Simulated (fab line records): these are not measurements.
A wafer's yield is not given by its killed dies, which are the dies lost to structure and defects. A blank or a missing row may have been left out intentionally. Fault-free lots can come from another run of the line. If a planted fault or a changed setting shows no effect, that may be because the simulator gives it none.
Matching of chambers ; flow n5-finfet ; N5_BEOL_M8_PECVD_70 on pecvd-03 has 3 sister chambers
The step deposits SiO2 from TEOS/O2, target thk 20 nm, time 22.7 s. 3 wafers are shown with their chamber, then 9 later ones without.

== WAFERS PAIRED WITH THEIR CHAMBERS ==
wafer;chamber;throttle-valve-pct (%)
L089.4;2;20.0
L090.2;0;22.4
L090.5;1;23.9

== WAFERS WITHOUT THEIR CHAMBER ==
wafer;throttle-valve-pct (%)
L093.3;22.2
L093.5;23.8
L093.6;20.1
L096.2;23.6
L096.4;23.6
L096.5;22.2
L097.3;22.4
L097.5;20.0
L097.6;23.7

== WHICH CHAMBER EACH ONE RAN IN ==
wafer;from the rows above;in truth
L093.3;0;0
L093.5;1;1
L093.6;2;2
L096.2;1;1
L096.4;1;1
L096.5;0;0
L097.3;0;0
L097.5;2;2
L097.6;1;1
9 of 9 placed correctly. From these rows, 0 cannot be placed. 0 placed wrongly.
How it was worked out, from the rows above alone: a wafer's distance from a chamber is the root of the sum, over the readings, of the square of ((its reading less the chamber's mean) divided by the reading's scatter). The wafer belongs to the nearest chamber; if the next one is less than 2 further off, it can't be placed. The mean given for a chamber averages the wafers shown for that chamber. The scatter: with one shown wafer a chamber, the root of the mean of the squares of how far each hidden wafer lies from its nearest shown one.
